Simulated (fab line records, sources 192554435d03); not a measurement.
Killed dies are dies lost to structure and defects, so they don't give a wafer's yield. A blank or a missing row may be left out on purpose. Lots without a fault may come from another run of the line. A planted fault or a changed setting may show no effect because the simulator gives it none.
Chamber matching | flow n5_finfet | N5_BEOL_M4_ETCH_69 on rie_diel-05: 4 sister chambers
The step etches SiARC in CF4, target depth 15.6 nm, time 26 s. 14 wafers are shown with their chamber, then 7 later ones without.

WAFERS WITH THEIR CHAMBER
wafer  | chamber | throttle_valve_pct (%) | drypump_motor_current_A (A) | oes_product_au (a.u.)
L077.1 | 1       | 15.71                  | 5.5                         | 0.61
L077.2 | 2       | 15.48                  | 5.5                         | 0.73
L077.5 | 0       | 15.28                  | 5.7                         | 0.75
L079.2 | 1       | 15.72                  | 5.5                         | 0.60
L079.4 | 2       | 15.46                  | 5.5                         | 0.71
L079.5 | 3       | 15.48                  | 5.8                         | 0.72
L081.1 | 0       | 15.28                  | 5.7                         | 0.73
L081.2 | 1       | 15.72                  | 5.5                         | 0.60
L081.3 | 2       | 15.50                  | 5.5                         | 0.71
L081.4 | 3       | 15.47                  | 5.8                         | 0.72
L081.5 | 3       | 15.48                  | 5.8                         | 0.73
L081.6 | 2       | 15.48                  | 5.4                         | 0.72
L083.3 | 3       | 15.50                  | 5.8                         | 0.71
L083.4 | 3       | 15.48                  | 5.8                         | 0.71

SIGNATURES (means of the wafers above)
reading                 | chamber 0 | chamber 1 | chamber 2 | chamber 3 | scatter within a chamber
throttle_valve_pct      | 15.2800   | 15.7167   | 15.4800   | 15.4820   | 0.0116
drypump_motor_current_A | 5.700     | 5.500     | 5.475     | 5.800     | 0.0274
oes_product_au          | 0.7400    | 0.6033    | 0.7175    | 0.7180    | 0.00906
Rule: a wafer's distance from a chamber is the root of the sum, over the readings, of the square of ((its reading less the chamber's mean) divided by the reading's scatter). The wafer belongs to the nearest chamber; if the next one is less than 2 further off, it can't be placed. The scatter: the root of (the sum of the squares of (reading less its chamber's mean) over the shown wafers, divided by (wafers less chambers)).

WAFERS WITHOUT THEIR CHAMBER
wafer  | throttle_valve_pct (%) | drypump_motor_current_A (A) | oes_product_au (a.u.)
L083.5 | 15.51                  | 5.5                         | 0.71
L085.2 | 15.74                  | 5.5                         | 0.59
L085.4 | 15.49                  | 5.8                         | 0.71
L085.5 | 15.49                  | 5.5                         | 0.71
L094.1 | 15.55                  | 5.8                         | 0.67
L094.4 | 15.55                  | 5.5                         | 0.68
L094.6 | 15.56                  | 5.5                         | 0.68

WHICH CHAMBER EACH WENT THROUGH
wafer  | from the rows above | in truth
L083.5 | 2                   | 2
L085.2 | 1                   | 1
L085.4 | 3                   | 3
L085.5 | 2                   | 2
L094.1 | 3                   | 3
L094.4 | 2                   | 2
L094.6 | 2                   | 2
Placed correctly: 7 of 7. Can't be placed from these rows: 0. Placed wrongly: 0.
